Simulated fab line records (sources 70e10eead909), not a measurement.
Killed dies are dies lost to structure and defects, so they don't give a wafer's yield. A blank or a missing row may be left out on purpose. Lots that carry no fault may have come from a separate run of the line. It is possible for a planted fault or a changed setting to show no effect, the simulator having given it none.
fab line records	flow nand-harc	part 1 of 2: steps 1 to 4 of 5
[record] lots = 12	wafers = 36	last-day = 34
route steps=1302 shown A_SLIT@940 A_WL_FILL@958 END@1302
lots with no fault: from the same line, run without faults
start-h: hours from the record's opening day to when the first of the lot's shown wafers began	wait-h: hours elapsed since this lot's preceding step	" as in the row above	L1.1+2: several wafers, shown together as one row	- no value, or no start given	* or withheld: withheld	< > ~ a bound
route shown NAME@n: a module of which the file shows steps, and the number in the route of the first	usual: the fault-free wafers' mean and standard deviation	same: alike in all rows	chamber/n: place in a boat	sites: readings site by site	_std_site: their standard deviation	_edge_site: inner sites' mean taken away from outer sites' mean	radius-mm: for every site, how far away it sits from the centre of the wafer	mask NAME#n: copy n	behind: the tool/chamber that last shaped the wafer	hold: why the lot went on hold/how many hours it stayed there/how the hold came to an end	device: the n, p or np transistor that did not switch	end of line: at the end of the route, the tests of the same wafers	step lacking rows: just its recipe	killed: dies that structure and defects cost at the first sort, which is not the same as the wafer's yield	map: per-die view of a wafer (x killed, . not killed, _ where there is no die)
set.NAME: the setting the step ran with; set.NAME@STEP: the setting that earlier step ran with	model.NAME: the simulator's own value behind a step, which no gauge read
route steps across a sampled set of lots; one table per step, one row per wafer
services: when a tool's chamber went out of use (start-h, in hours from the record's first day, below 0 if earlier), for how many hours, and the reason
[[steps]]
[step NHARC_A_SLIT_ETCH_26]
[recipe] bias-v = 400	source-w = 2000	pressure-mtorr = 25	time-s = 90	ar-flow-sccm = 375	c4f8-flow-sccm = 41.7	o2-flow-sccm = 83.3	target-depth-a = 4000	chemistry = C4F8/O2/Ar
[usual] drypump-motor-current-A = 5.60/0.14	he-backside-leak-sccm = 6.2/0.95	showerhead-plenum-p-Torr = 3.61/0.087	throttle-valve-pct = 27.618/0.0093
lot.wafer	tool	chamber	start-h	wait-h	drypump-motor-current-A	he-backside-leak-sccm	rf-hours-counter-h	showerhead-plenum-p-Torr	throttle-valve-pct
L742.3	har-etch-01	1	451.63	1.3	5.69	10.3	-	3.69	27.634
L742.6	"	0	"	"	5.37	6.9	-	3.49	27.619
L742.5	"	1	"	"	5.65	6.2	-	3.69	27.632
L744.2	har-etch-01	0	465.65	3.0	5.43	6.9	248	3.49	27.632
L744.3	"	1	"	"	5.65	6.1	-	3.69	27.616
L744.6	"	0	"	"	5.40	7.0	-	3.49	27.617
L743.2	har-etch-02	1	467.97	2.5	5.75	4.9	46	3.71	27.629
L743.5	"	0	"	"	5.62	5.7	-	3.66	27.626
L743.6	"	1	"	"	5.75	5.0	-	3.71	27.612
L747.1	har-etch-02	0	495.10	2.4	5.62	5.5	65	3.65	27.610
L747.3	"	1	"	"	5.75	4.8	-	3.70	27.599
L747.5	"	0	"	"	5.62	5.5	-	3.65	27.609
L749.1	har-etch-02	0	529.75	3.1	5.60	5.4	80	3.64	27.613
L749.3	"	1	"	"	5.76	4.9	-	3.69	27.619
L749.6	"	1	"	"	5.74	5.0	-	3.69	27.623
L757.2	har-etch-01	0	598.72	3.1	5.37	7.4	320	3.45	27.609
L757.1	"	1	"	"	5.65	6.9	320	3.65	27.610
L757.5	"	0	"	"	5.36	7.2	-	3.45	27.603
L755.1	har-etch-02	0	600.51	3.0	5.58	5.7	123	3.62	27.623
L755.2	"	1	"	"	5.78	5.0	123	3.67	27.611
L755.3	"	1	"	"	5.76	4.9	-	3.67	27.606
L760.1	har-etch-02	1	643.75	2.5	5.77	5.3	149	3.65	27.618
L760.4	"	0	"	"	5.57	5.8	-	3.61	27.626
L760.6	"	1	"	"	5.79	5.3	-	3.65	27.628
L762.4	har-etch-02	1	648.36	1.8	5.76	5.2	-	3.65	27.606
L762.3	"	0	"	"	5.60	5.9	-	3.60	27.614
L762.6	"	1	"	"	5.75	5.2	-	3.65	27.626
L763.1	har-etch-01	0	658.79	3.0	5.39	7.4	355	3.43	27.614
L763.4	"	1	"	"	5.66	6.6	-	3.63	27.626
L763.5	"	1	"	"	5.64	6.6	-	3.63	27.621
L765.4	har-etch-02	1	682.79	1.9	5.74	5.2	-	3.64	27.624
L765.3	"	0	"	"	5.62	5.7	-	3.59	27.612
L765.6	"	0	"	"	5.58	5.7	-	3.59	27.627
L764.2	har-etch-01	1	715.46	4.9	5.66	7.4	-	3.61	27.602
L764.3	"	1	"	"	5.65	7.1	-	3.61	27.615
L764.6	"	1	"	"	5.62	7.1	-	3.61	27.619
[step NHARC_A_WL_FILL_ETCHBACK_05]
[recipe] target-depth-a = 220	time-s = 60	temp-c = 40	chemistry = Cl2/BCl3
[usual] chamber-pressure-mTorr = 9.999/0.0089	drypump-motor-current-A = 5.5/0.41	he-backside-leak-sccm = 3.40/0.14	oes-product-au = 1.000/0.0075
lot.wafer	tool	chamber	start-h	wait-h	chamber-pressure-mTorr	drypump-motor-current-A	he-backside-leak-sccm	oes-product-au	rf-hours-counter-h
L742.3	rie-metal-03	0	461.31	0.1	9.996	5.8	3.41	1.004	-
L742.5	"	1	"	"	10.006	5.5	3.48	1.006	-
L742.6	"	0	"	"	9.996	5.8	3.47	1.011	-
L744.2	rie-metal-03	0	475.28	0.2	10.008	5.8	3.27	1.002	2.6
L744.3	"	1	"	"	9.996	5.5	3.56	1.007	-
L744.6	"	0	"	"	9.996	5.8	3.22	1.006	-
L743.2	rie-metal-02	0	477.66	0.2	10.003	5.9	3.44	1.001	0.4
L743.6	"	0	"	"	9.991	6.0	4.04	1.002	-
L743.5	"	1	"	"	9.998	5.7	3.22	0.990	-
L747.1	rie-metal-03	1	504.81	0.2	9.999	5.5	3.39	1.002	3.1
L747.3	"	1	"	"	10.005	5.4	3.38	1.007	-
L747.5	"	1	"	"	9.996	5.4	3.40	1.001	-
L749.1	rie-metal-02	0	539.32	0.2	10.007	6.0	3.63	1.004	1.1
L749.3	"	1	"	"	10.004	5.6	3.11	0.983	-
L749.6	"	1	"	"	9.989	5.6	3.13	0.994	-
L757.2	rie-metal-03	0	608.40	0.2	-	-	-	-	-
L757.1	"	1	"	"	-	-	-	-	-
L757.5	"	0	"	"	-	-	-	-	-
L755.2	rie-metal-01	1	611.00	0.2	-	-	-	-	-
L755.1	"	0	"	"	-	-	-	-	-
L755.3	"	0	"	"	-	-	-	-	-
L760.1	rie-metal-03	0	653.37	0.2	10.009	5.8	3.50	1.010	2.6
L760.4	"	1	"	"	10.004	5.5	3.38	0.990	-
L760.6	"	0	"	"	10.002	5.8	3.49	1.007	-
L762.4	rie-metal-02	1	659.27	0.2	9.990	5.6	3.15	1.004	-
L762.3	"	0	"	"	10.006	6.0	3.55	1.018	-
L762.6	"	0	"	"	9.982	6.0	3.57	0.999	-
L763.1	rie-metal-03	1	668.43	0.2	9.996	5.5	3.31	1.001	2.9
L763.4	"	0	"	"	9.980	5.8	3.42	1.005	-
L763.5	"	1	"	"	9.989	5.5	3.30	1.011	-
L765.3	rie-metal-03	0	692.41	0.2	10.012	5.8	3.47	0.994	-
L765.4	"	1	"	"	9.995	5.4	3.26	0.987	-
L765.6	"	1	"	"	10.002	5.5	3.19	0.993	-
L764.2	rie-metal-03	1	725.32	0.2	9.983	5.5	3.37	1.012	0.6
L764.3	"	0	"	"	10.007	5.8	3.51	1.006	-
L764.6	"	1	"	"	10.010	5.5	3.31	1.005	-
[step NHARC_A_WL_FILL_STRIP_27]
[recipe] power-w = 1500	temp-c = 250	time-s = 20	chemistry = N2/H2
[usual] drypump-motor-current-A = 5.8/0.54	heater-power-w = 332/34	rf-refl-power-W = 24/4.9
lot.wafer	tool	chamber	start-h	wait-h	drypump-motor-current-A	heater-power-w	rf-hours-counter-h	rf-refl-power-W
L742.3	plasma-asher-02	1	461.49	0.2	6.6	346	-	23
L742.5	"	0	"	"	5.2	349	-	28
L742.6	"	1	"	"	6.6	341	-	23
L744.2	plasma-asher-02	0	475.41	0.1	5.2	360	7	29
L744.3	"	1	"	"	6.6	340	-	24
L744.6	"	1	"	"	6.6	336	-	24
L743.2	plasma-asher-02	1	477.80	0.1	6.6	342	7	24
L743.6	"	1	"	"	6.6	343	-	23
L743.5	"	0	"	"	5.3	350	-	26
L747.1	plasma-asher-02	1	504.97	0.1	6.6	345	11	23
L747.3	"	0	"	"	5.2	359	-	28
L747.5	"	0	"	"	5.2	364	-	28
L749.1	plasma-asher-02	0	539.48	0.1	5.2	361	22	-
L749.3	"	1	"	"	6.6	343	-	-
L749.6	"	0	"	"	5.2	359	-	-
L757.2	plasma-asher-01	1	609.04	0.6	5.8	265	15	15
L757.1	"	0	"	"	5.7	323	15	28
L757.5	"	1	"	"	5.7	272	-	15
L755.2	plasma-asher-01	0	611.14	0.1	5.7	327	15	29
L755.1	"	1	"	"	5.7	272	15	14
L755.3	"	0	"	"	5.7	322	-	28
L760.1	plasma-asher-01	1	653.50	0.1	5.8	274	27	14
L760.4	"	0	"	"	5.7	321	-	28
L760.6	"	1	"	"	5.7	269	-	14
L762.4	plasma-asher-01	0	659.43	0.1	5.7	326	-	29
L762.3	"	1	"	"	5.7	278	-	14
L762.6	"	1	"	"	5.7	272	-	14
L763.1	plasma-asher-02	1	669.21	0.8	6.6	388	14	-
L763.4	"	1	"	"	6.6	380	-	-
L763.5	"	1	"	"	6.6	373	-	-
L765.3	plasma-asher-02	1	692.57	0.1	6.6	373	-	-
L765.4	"	0	"	"	5.2	355	-	-
L765.6	"	1	"	"	6.6	371	-	-
L764.2	plasma-asher-02	0	725.46	0.1	5.2	358	25	26
L764.3	"	1	"	"	6.6	382	-	23
L764.6	"	1	"	"	6.6	383	-	23
[step NHARC_A_WL_FILL_STRIP_29]
[recipe] time-s = 20	o2-flow-sccm = 500	ar-flow-sccm = 0	bias-w = 0	chemistry = O2
[usual] drypump-motor-current-A = 5.79/0.29	oes-product-au = 1.002/0.0065	rf-vpp-V = 57.8/0.88	showerhead-plenum-p-Torr = 3.57/0.15	throttle-valve-pct = 17.036/0.0088
lot.wafer	tool	chamber	start-h	wait-h	drypump-motor-current-A	oes-product-au	rf-hours-counter-h	rf-vpp-V	showerhead-plenum-p-Torr	throttle-valve-pct
L742.3	rie-diel-09	1	472.23	0.1	5.80	0.998	4.1	58.8	3.52	17.038
L742.6	"	2	"	"	5.69	0.994	-	59.0	3.77	17.026
L742.5	"	3	"	"	6.39	0.988	-	56.6	3.50	17.045
L743.2	rie-diel-03	2	485.53	0.1	5.59	1.009	0.3	57.7	3.75	17.045
L743.5	"	3	"	"	5.73	1.015	-	56.3	3.36	17.028
L743.6	"	0	"	"	5.76	1.003	-	58.7	3.75	17.032
L744.3	rie-diel-09	2	485.62	0.1	5.64	1.007	4.5	61.1	3.77	17.033
L744.2	"	3	"	"	6.37	1.006	4.7	58.4	3.50	17.033
L744.6	"	2	"	"	5.73	0.999	-	58.8	3.77	17.034
L747.1	rie-diel-10	0	514.52	0.1	6.18	1.009	5.2	58.4	3.35	17.050
L747.3	"	3	"	"	5.38	1.003	5.0	58.4	3.54	17.045
L747.5	"	0	"	"	6.20	0.998	-	57.6	3.35	17.049
L749.3	rie-diel-03	3	551.33	0.1	5.70	0.999	1.7	58.5	3.36	17.032
L749.1	"	0	"	"	5.77	1.002	1.9	57.6	3.75	17.034
L749.6	"	3	"	"	5.68	1.001	-	56.9	3.36	17.029
L757.2	rie-diel-10	0	622.84	0.1	6.22	1.014	1.3	57.7	3.35	17.044
L757.1	"	1	"	"	5.76	0.990	1.3	58.1	3.60	17.041
L757.5	"	1	"	"	5.75	0.998	-	57.3	3.60	17.047
L755.3	rie-diel-09	2	622.96	0.1	5.71	0.998	3.7	58.0	3.77	17.045
L755.2	"	3	"	"	6.39	0.999	3.6	57.9	3.50	17.036
L755.1	"	0	"	"	5.61	1.008	3.3	58.2	3.40	17.054
L760.1	rie-diel-10	1	663.14	0.1	5.75	1.003	3.0	58.4	3.60	17.027
L760.4	"	3	"	"	5.40	1.006	2.9	57.4	3.54	17.035
L760.6	"	1	"	"	5.76	0.999	-	58.0	3.60	17.044
L762.3	rie-diel-03	3	669.52	0.1	5.67	1.013	0.2	57.8	3.36	17.034
L762.4	"	1	"	"	5.79	1.012	0.1	56.8	3.53	17.008
L762.6	"	2	"	"	5.59	1.000	-	58.2	3.74	17.037
L763.4	rie-diel-10	1	681.03	0.1	5.73	0.998	3.8	58.1	3.60	17.038
L763.1	"	3	"	"	5.40	0.998	4.0	56.4	3.54	17.034
L763.5	"	2	"	"	5.61	1.002	-	57.6	3.75	17.028
L765.4	rie-diel-09	2	703.30	0.1	5.70	1.004	0.7	59.3	3.76	17.034
L765.3	"	0	"	"	5.61	1.009	0.7	58.1	3.40	17.034
L765.6	"	2	"	"	5.71	1.004	-	57.5	3.76	17.036
L764.3	rie-diel-10	1	737.89	0.1	5.75	0.994	7.5	56.6	3.60	17.029
L764.2	"	2	"	"	5.62	0.999	7.4	58.8	3.75	17.047
L764.6	"	0	"	"	6.24	1.005	-	57.3	3.34	17.044
[[key]]
[first-sign] step = NHARC_A_WL_FILL_ETCHBACK_05	reading = tool-record	direction = missing
[effect] step = NHARC_END_SORT_01	reading = killed-dies	direction = up	sigmas = 42	usual = 62	struck = 677
[more-kills-born-at] NHARC_A_WL_FILL_ETCHBACK_05@rie-metal-01 = 1929	NHARC_A_WL_FILL_ETCHBACK_05@rie-metal-03 = 1851
met-at NHARC_A_WL_FILL_ETCHBACK_05
struck-lots L755,L757
later-rows-left-out L755.1,L755.2,L755.3,L757.1,L757.2,L757.5
tester-left-out L755,L757
not-acting-at NHARC_A_SLIT_ETCH_26,NHARC_A_WL_FILL_STRIP_27,NHARC_A_WL_FILL_STRIP_29
onset-between 504.81 608.40
[fault] kind = skipped-step-whole	tool = rie-metal-01,rie-metal-03	chamber = -	onset-h = 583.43	steps = NHARC_A_WL_FILL_ETCHBACK_05	scope = struck-lots-only
// tester-left-out: of these lots the tester's yield and bins aren't shown, on N5 and GAA mostly nor the transistor test; their killed dies are dies lost to structure and defects alone, not to doping, threshold or leakage, so they don't give the yield
// later-rows-left-out: the simulator's readings of these wafers behind a module that went badly wrong aren't trusted and aren't shown, but for the sort
